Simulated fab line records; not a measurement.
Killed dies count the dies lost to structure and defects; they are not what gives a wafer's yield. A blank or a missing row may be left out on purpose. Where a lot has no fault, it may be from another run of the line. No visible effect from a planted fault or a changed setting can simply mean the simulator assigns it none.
fab line records	flow nandHarc
[record] lots = 6	wafers = 18	lastDay = 24
route steps=1159 shown P_CONTACT@235 END@1159
lots with no fault: from the same line, run without faults
startH: hours from the record's opening day to when the first of the lot's shown wafers began	waitH: hours from the lot's prior step to this one	" the same as in the row above	L1.1+2: a row that stands for several wafers	- no value, or no start given	* or withheld: withheld	< > ~ a bound
route shown NAME@n: names a module that has steps shown in the file, with the first one's number in the route	usual: mean/standard deviation taken from wafers without a fault	same: alike in all rows	chamber/n: place in a boat	sites: each site's reading	_std_site: standard deviation of those values	_edge_site: outer sites' mean less inner sites'	radiusMm: for every site, how far away it sits from the centre of the wafer	mask NAME#n: copy n	behind: the tool/chamber that last shaped the wafer	hold: what put the lot on hold/how long, in hours/how the hold closed	device: whichever transistor did not switch (one of n, p or np)	end of line: the tests these same wafers got at the end of their route	for a step that has no rows: nothing shown but its recipe	killed: count of dies lost to structure and defects at first sort (not the wafer's yield)	map: a wafer's dies, x killed, . not, _ none there
set.NAME: the setting that was run; set.NAME@STEP: the one run at that earlier step	model.NAME: the simulator's own value behind a step, which no gauge read
lots seen at some steps along the route; tables by step, rows by wafer
services: the hour from which a tool's chamber was out of use, counted from the record's first day as startH (under 0 if before that day), plus the number of hours and why
[[steps]]
[step NHARC_P_CONTACT_DESCUM_17]
[recipe] timeS = 3	o2FlowSccm = 200	arFlowSccm = 0	biasPowerW = 0	chemistry = O2
[usual] drypumpMotorCurrentA = 5.8/0.62	oesProductAu = 0.998/0.011	rfVppV = 57.8/0.9	showerheadPlenumPTorr = 1.93/0.077	throttleValvePct = 11.311/0.009
lot.wafer	tool	chamber	startH	waitH	drypumpMotorCurrentA	oesProductAu	rfHoursCounterH	rfVppV	showerheadPlenumPTorr	throttleValvePct
L436.1	rieDiel-02	3	131.17	0.1	6.6	0.986	14	58.6	1.97	11.317
L436.4	"	2	"	"	6.2	1.001	13	59.1	2.03	11.308
L436.6	"	3	"	"	6.6	0.981	-	58.5	1.97	11.313
L445.3	rieDiel-02	3	188.87	0.1	6.6	0.988	2	58.3	1.97	11.318
L445.1	"	2	"	"	6.2	0.996	2	57.6	2.03	11.308
L445.6	"	0	"	"	5.0	1.004	-	57.3	1.81	11.320
L446.4	rieDiel-02	0	196.42	0.1	5.0	1.006	4	57.1	1.81	11.308
L446.1	"	1	"	"	5.2	0.999	4	56.7	1.99	11.307
L446.5	"	3	"	"	6.7	0.989	-	57.5	1.97	11.316
L447.3	rieDiel-02	0	202.93	0.1	5.0	1.004	5	56.3	1.81	11.294
L447.4	"	2	"	"	6.2	0.997	5	58.2	2.03	11.305
L447.6	"	3	"	"	6.6	0.994	-	58.9	1.97	11.310
L454.3	rieDiel-02	0	241.05	0.1	5.0	1.021	8	56.7	1.81	11.308
L454.1	"	1	"	"	5.2	1.019	7	58.4	1.99	11.312
L454.6	"	3	"	"	6.6	0.995	-	58.6	1.96	11.296
L455.1	rieDiel-08	2	242.29	0.1	6.3	0.985	11	56.4	1.85	11.318
L455.3	"	0	"	"	5.9	0.983	10	58.3	1.98	11.309
L455.5	"	2	"	"	6.3	0.976	-	57.4	1.85	11.319
[step NHARC_P_CONTACT_ETCH_35]
[recipe] targetDepthA = 390	overEtchFrac = 0.3	timeS = 65	ionEnergyEv = 80	cf4FlowSccm = 150	arFlowSccm = 0	rfW = 300	biasW = 100	chemistry = CF4
[usual] drypumpMotorCurrentA = 5.8/0.6	oesProductAu = 0.999/0.011	rfVppV = 151.5/1.2	showerheadPlenumPTorr = 1.78/0.067	throttleValvePct = 13.284/0.0098
lot.wafer	tool	chamber	startH	waitH	drypumpMotorCurrentA	oesProductAu	rfHoursCounterH	rfVppV	showerheadPlenumPTorr	throttleValvePct
L436.4	rieDiel-02	0	131.26	0.1	5.0	1.001	15	151.0	1.68	13.300
L436.1	"	2	"	"	6.2	1.004	13	151.1	1.87	13.307
L436.6	"	0	"	"	5.0	1.009	-	149.1	1.68	13.273
L445.3	rieDiel-02	3	188.95	0.1	6.6	0.992	2	152.7	1.81	13.281
L445.1	"	0	"	"	5.0	1.009	3	151.6	1.68	13.311
L445.6	"	0	"	"	4.9	1.008	-	151.0	1.68	13.281
L446.1	rieDiel-02	2	196.50	0.1	6.2	1.008	4	152.7	1.87	13.268
L446.4	"	0	"	"	5.0	1.010	4	151.2	1.68	13.281
L446.5	"	3	"	"	6.6	0.990	-	151.1	1.81	13.292
L447.3	rieDiel-02	2	203.00	0.1	6.2	0.998	5	152.0	1.87	13.291
L447.4	"	0	"	"	5.0	1.010	5	149.5	1.68	13.293
L447.6	"	2	"	"	6.2	0.993	-	152.4	1.87	13.279
L454.1	rieDiel-02	1	241.13	0.1	5.2	1.007	7	152.2	1.84	13.295
L454.3	"	0	"	"	5.0	1.008	8	149.7	1.68	13.271
L454.6	"	2	"	"	6.2	1.006	-	152.6	1.87	13.284
L455.3	rieDiel-08	0	242.38	0.1	5.9	0.982	10	152.7	1.82	13.296
L455.1	"	1	"	"	5.1	0.997	11	149.9	1.75	13.264
L455.5	"	0	"	"	5.9	0.986	-	152.6	1.82	13.279
[step NHARC_P_CONTACT_ETCH_36]
[recipe] targetDepthA = 2600	overEtchFrac = 0.25	timeS = 406.25	ionEnergyEv = 200	n2FlowSccm = 150	h2FlowSccm = 150	arFlowSccm = 0	rfW = 400	biasW = 150	chemistry = N2/H2
[step NHARC_P_CONTACT_ETCH_18]
[recipe] targetDepthA = 4810	timeS = 240.5	c4f8FlowSccm = 20	o2FlowSccm = 10	arFlowSccm = withheld	rfW = 600	biasW = 1500	chemistry = C4F8/O2/Ar
[step NHARC_P_CONTACT_STRIP_37]
[recipe] c4f8FlowSccm = withheld	o2FlowSccm = 8	arFlowSccm = withheld	biasW = 0	chemistry = C4F8/O2/Ar
[step NHARC_P_CONTACT_ETCH_31]
[recipe] targetDepthA = 300	timeS = 85.7	ionEnergyEv = 120	overEtchFrac = 1	ch3fFlowSccm = 50	o2FlowSccm = 30	arFlowSccm = 200	rfW = 500	biasW = 100	chemistry = CH3F/O2
[step NHARC_P_CONTACT_CD_MEAS_19]
[usual] cdNm = 89.9/2.2
lot.wafer	tool	chamber	startH	waitH	cdNm
L436.1	cdSem-02	-	132.20	-	93.6
L436.4	"	-	"	"	88.9
L436.6	"	-	"	"	87.9
L445.1	cdSem-01	-	189.74	-	86.9
L445.3	"	-	"	"	90.3
L445.6	"	-	"	"	92.5
L446.1	cdSem-03	-	197.30	-	87.6
L446.4	"	-	"	"	86.8
L446.5	"	-	"	"	90.4
L447.3	cdSem-03	-	203.80	-	87.5
L447.4	"	-	"	"	90.4
L447.6	"	-	"	"	89.6
L454.1	cdSem-01	-	241.91	-	91.2
L454.3	"	-	"	"	85.5
L454.6	"	-	"	"	90.9
L455.1	cdSem-02	-	243.30	-	89.1
L455.3	"	-	"	"	89.7
L455.5	"	-	"	"	88.4
[step NHARC_P_CONTACT_STRIP_28]
[recipe] o2FlowSccm = 500	arFlowSccm = 0	biasW = 0	chemistry = O2
[usual] drypumpMotorCurrentA = 5.8/0.59	oesProductAu = 0.999/0.0098	rfVppV = 57.9/0.91	showerheadPlenumPTorr = 3.55/0.13	throttleValvePct = 17.036/0.0095
lot.wafer	tool	chamber	startH	waitH	drypumpMotorCurrentA	oesProductAu	rfHoursCounterH	rfVppV	showerheadPlenumPTorr	throttleValvePct
L436.1	rieDiel-05	2	132.29	0.1	6.1	0.995	50	58.8	3.40	17.033
L436.4	"	0	"	"	4.8	1.002	46	57.5	3.52	17.029
L436.6	"	2	"	"	6.2	0.997	-	57.0	3.40	17.024
L445.3	rieDiel-02	2	189.82	0.1	6.2	0.997	3	57.7	3.73	17.033
L445.1	"	0	"	"	5.0	1.006	3	58.6	3.35	17.030
L445.6	"	2	"	"	6.2	1.004	-	60.9	3.73	17.045
L446.1	rieDiel-08	1	197.38	0.1	5.2	1.002	6	58.5	3.50	17.036
L446.4	"	2	"	"	6.3	0.988	7	57.3	3.43	17.051
L446.5	"	1	"	"	5.1	1.002	-	57.7	3.50	17.031
L447.3	rieDiel-02	3	203.88	0.1	6.6	1.012	6	58.0	3.62	17.035
L447.4	"	0	"	"	5.0	1.010	5	57.8	3.35	17.050
L447.6	"	2	"	"	6.2	0.994	-	58.8	3.72	17.032
L454.1	rieDiel-02	2	242.00	0.1	6.2	1.004	8	57.8	3.72	17.026
L454.3	"	3	"	"	6.6	0.988	9	58.2	3.62	17.037
L454.6	"	2	"	"	6.2	1.012	-	58.8	3.72	17.048
L455.3	rieDiel-08	0	243.38	0.1	6.0	0.978	10	57.7	3.64	17.035
L455.1	"	1	"	"	5.1	0.997	11	57.2	3.50	17.038
L455.5	"	2	"	"	6.3	0.979	-	57.9	3.43	17.033
[step NHARC_P_CONTACT_STRIP_29]
[recipe] timeS = 1200	tempC = 72.5	chemistry = postEtchResidueRemover
[step NHARC_P_CONTACT_DEGAS_38]
[recipe] tempC = 300	timeS = 60
[usual] heaterPowerW = 475/53
lot.wafer	tool	chamber	startH	waitH	heaterPowerW
L436.4	pvdSputter-02	-	132.92	-	500
L436.1	"	-	"	"	468
L436.6	"	-	"	"	501
L445.3	pvdSputter-02	-	190.47	-	509
L445.1	"	-	"	"	497
L445.6	"	-	"	"	502
L446.1	pvdSputter-01	-	198.03	-	575
L446.4	"	-	"	"	397
L446.5	"	-	"	"	499
L447.4	pvdSputter-02	-	204.51	-	498
L447.3	"	-	"	"	479
L447.6	"	-	"	"	504
L454.1	pvdSputter-02	-	242.63	-	402
L454.3	"	-	"	"	524
L454.6	"	-	"	"	404
L455.1	pvdSputter-02	-	244.07	-	521
L455.3	"	-	"	"	405
L455.5	"	-	"	"	533
[step NHARC_P_CONTACT_PRE_CLEAN_39]
[recipe] timeS = 19.5	biasV = 250	gas = Ar
[step NHARC_P_CONTACT_PVD_32]
[recipe] targetThkA = 50	chamberPressurePa = 5	powerW = 5000	substrateTempC = 200	timeS = 17.7	material = Ti
[step NHARC_P_CONTACT_ALD_22]
[recipe] targetThkA = 30	pulseTimeS = 1	aldCycles = 150	tempC = 450	material = TiN
[usual] aldCycles = 150/0	heaterPowerW = 1077/120	precursorPulseHeightRel = 1.001/0.021
lot.wafer	tool	chamber	startH	waitH	aldCycles	heaterPowerW	precursorPulseHeightRel
L436.1	aldMetal-02	1	133.15	-	150	1073	1.039
L436.4	"	2	"	"	150	1037	1.007
L436.6	"	0	"	"	150	891	0.989
L445.1	aldMetal-03	0	190.71	-	150	1081	0.974
L445.3	"	1	"	"	150	1085	1.005
L445.6	"	1	"	"	150	1084	1.009
L446.4	aldMetal-03	2	198.30	-	139	912	1.007
L446.1	"	3	"	"	139	1141	0.988
L446.5	"	1	"	"	150	1101	1.012
L447.4	aldMetal-03	0	204.74	-	139	1082	0.976
L447.3	"	3	"	"	150	1121	1.017
L447.6	"	1	"	"	139	1082	0.993
L454.1	aldMetal-01	2	242.87	-	150	1029	1.037
L454.3	"	3	"	"	150	1342	0.967
L454.6	"	2	"	"	150	1016	0.984
L455.1	aldMetal-02	2	244.30	-	150	998	1.020
L455.3	"	3	"	"	150	1027	0.977
L455.5	"	3	"	"	150	1045	0.986
[step NHARC_P_CONTACT_CVD_23]
[recipe] targetThkA = 2000	tempC = 300	pressureTorr = 40	wf6FlowSccm = 40	h2FlowSccm = 1600	arFlowSccm = 1560	timeS = 557	material = W
[usual] heaterPowerW = 519/55	throttleValvePct = 7.91/0.28
lot.wafer	tool	chamber	startH	waitH	heaterPowerW	throttleValvePct
L436.1	cvdW-02	0	-	-	610	8.19
L436.4	"	1	"	"	519	7.56
L436.6	"	1	"	"	545	7.58
L445.1	cvdW-01	1	-	-	454	7.65
L445.3	"	1	"	"	445	7.82
L445.6	"	1	"	"	439	7.80
L446.1	cvdW-02	0	-	-	556	8.02
L446.4	"	1	"	"	532	7.50
L446.5	"	0	"	"	559	8.04
L447.3	cvdW-01	0	-	-	502	8.04
L447.4	"	1	"	"	453	7.93
L447.6	"	0	"	"	514	8.02
L454.1	cvdW-01	1	-	-	436	7.84
L454.3	"	0	"	"	505	8.07
L454.6	"	0	"	"	511	8.02
L455.1	cvdW-02	1	-	-	526	7.52
L455.3	"	0	"	"	556	8.18
L455.5	"	0	"	"	569	7.95
[step NHARC_END_SORT_01]
[recipe] tempC = 25
[usual] killedAtArray = 25/10	killedAtOther = 0.6/0.91	killedAtPeriphery = 3.6/2.9	killedDies = 29/10	killedOpen = 3.3/2	killedShort = 1.9/1.5
[same] grossDies = 677
lot.wafer	tool	chamber	startH	waitH	killedAtArray	killedAtOther	killedAtPeriphery	killedDies	killedOpen	killedShort
L436.1	prober-02	0	460.27	2.5	31	2	5	38	5	0
L436.4	prober-02	0	462.66	3.4	35	1	2	38	7	3
L436.6	prober-02	0	464.24	4.0	42	1	3	46	1	2
L447.3	prober-02	0	541.97	3.1	33	4	1	38	3	2
L447.4	prober-02	0	542.76	3.4	29	0	2	31	3	5
L447.6	prober-02	0	544.35	4.0	26	2	3	31	3	1
L454.1	prober-02	0	559.29	2.5	26	0	2	28	4	2
L454.3	prober-02	0	560.86	3.1	20	0	1	21	5	3
L454.6	prober-02	0	563.23	3.9	24	0	1	25	6	0
// killed by level:class
L436.1 A_SLIT:chamberFilmFlake=10 A_CONTACT:chamberFilmFlake=9 A_CHANNEL_HOLE_D1:chamberFilmFlake=5 A_M0:geometricParticle:open=3 P_M2:chamberFilmFlake=3 A_CONTACT:geometricParticle:open=2 THIN_TSV:chamberFilmFlake=2 P_STI:chamberFilmFlake=1
L436.4 A_CONTACT:chamberFilmFlake=12 A_SLIT:chamberFilmFlake=8 A_CONTACT:geometricParticle:open=5 A_CHANNEL_HOLE_D1:chamberFilmFlake=5 A_ONON_D1:geometricParticle:open=2 P_CONTACT:geometricParticle:short=1 A_WL_FILL:geometricParticle:short=1 A_CONTACT:geometricParticle:short=1
L436.6 A_CHANNEL_HOLE_D1:chamberFilmFlake=17 A_SLIT:chamberFilmFlake=13 A_CONTACT:chamberFilmFlake=10 P_M1:geometricParticle:short=1 A_WL_FILL:geometricParticle:short=1 STARTING-WAFER:geometricParticle:open=1 P_M2:chamberFilmFlake=1 P_BONDPAD:chamberFilmFlake=1
L447.3 A_CHANNEL_HOLE_D1:chamberFilmFlake=17 A_STAIRCASE:chamberFilmFlake=6 A_SLIT:chamberFilmFlake=3 THIN_TSV:chamberFilmFlake=3 A_CONTACT:chamberFilmFlake=2 P_CONTACT:geometricParticle:short=1 A_SGD_CUT:geometricParticle:open=1 A_WL_FILL:geometricParticle:short=1
L447.4 A_CHANNEL_HOLE_D1:chamberFilmFlake=8 A_STAIRCASE:chamberFilmFlake=4 A_SLIT:chamberFilmFlake=3 A_BLC:chamberFilmFlake=3 A_CHANNEL_FILL_D1:geometricParticle:short=2 A_WL_FILL:chamberFilmFlake=2 A_CONTACT:chamberFilmFlake=2 P_CONTACT:geometricParticle:short=1
L447.6 A_CHANNEL_HOLE_D1:chamberFilmFlake=16 A_CONTACT:chamberFilmFlake=3 A_STAIRCASE:chamberFilmFlake=3 A_BLC:chamberFilmFlake=2 P_CONTACT:geometricParticle:open=1 A_ONON_D1:geometricParticle:short=1 A_WL_FILL:geometricParticle:open=1 P_STI:chamberFilmFlake=1
L454.1 A_CHANNEL_HOLE_D1:chamberFilmFlake=12 A_BLC:chamberFilmFlake=4 A_CONTACT:chamberFilmFlake=3 P_STI:geometricParticle:short=1 A_CHANNEL_HOLE_D1:geometricParticle:open=1 A_WL_FILL:geometricParticle:open=1 A_CONTACT:geometricParticle:open=1 A_BLC:geometricParticle:open=1
L454.3 A_CHANNEL_HOLE_D1:chamberFilmFlake=10 A_CONTACT:geometricParticle:open=2 A_STAIRCASE:chamberFilmFlake=2 P_M1:geometricParticle:open=1 A_CHANNEL_FILL_D1:geometricParticle:open=1 A_CHANNEL_FILL_D1:geometricParticle:short=1 A_SGD_CUT:geometricParticle:short=1 A_WL_FILL:geometricParticle:short=1
L454.6 A_CHANNEL_HOLE_D1:chamberFilmFlake=8 A_STAIRCASE:chamberFilmFlake=4 A_BLC:chamberFilmFlake=3 A_CONTACT:geometricParticle:open=2 A_M0:geometricParticle:open=2 A_SOURCE_PLATE:geometricParticle:open=1 A_CHANNEL_FILL_D1:geometricParticle:open=1 P_BONDPAD:chamberFilmFlake=1
[[services]]
tool	chamber	startH	hours	kind
rieDiel-08	1	108.66	7.9	repair
rieDiel-08	3	109.85	9.1	repair
aldMetal-02	3	112.35	24.1	repair
cvdW-01	-	115.10	13.0	pm
rieDiel-08	-	124.80	9.0	pm
rieDiel-08	1	134.74	5.1	repair
rieDiel-08	-	140.42	0.7	repair
pvdSputter-02	-	143.62	3.0	repair
aldMetal-03	-	144.00	10.0	pm
rieDiel-02	-	150.70	9.0	pm
rieDiel-08	2	160.91	5.5	repair
rieDiel-02	3	171.82	4.8	repair
cvdW-01	1	172.25	9.5	repair
rieDiel-02	2	179.85	2.3	repair
cvdW-01	0	181.00	2.8	repair
cvdW-02	-	189.37	2.4	repair
rieDiel-08	3	194.34	1.6	repair
aldMetal-03	-	195.03	1.7	repair
cvdW-02	-	197.37	13.0	pm
pvdSputter-02	-	214.00	10.0	pm
cvdW-02	1	226.45	14.9	repair
cvdW-01	0	230.39	2.4	repair
rieDiel-08	0	231.52	3.8	repair
rieDiel-08	3	241.07	3.1	repair
[[key]]
[firstSign] step = NHARC_P_CONTACT_ALD_22	reading = aldCycles	direction = down	sigmas = 99+	usual = 150	struck = 139
effect none on later readings
metAt NHARC_P_CONTACT_ALD_22
struckWafers L446.1,L446.4,L447.4,L447.6
testerLeftOut L446,L447
onsetBetween 190.71 198.30
[fault] kind = processParameterDrift	tool = aldMetal-03	chamber = -	onsetH = 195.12	steps = NHARC_P_CONTACT_ALD_22	channel = aldCycles	offset = -11	shape = step	endH = 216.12	scope = struckWafersOnly	actsIn = theseRecipesOnly	stated = 150
// testerLeftOut: of these lots the tester's yield and bins aren't shown, on N5 and GAA mostly nor the transistor test; their killed dies are dies lost to structure and defects alone, not to doping, threshold or leakage, so they don't give the yield
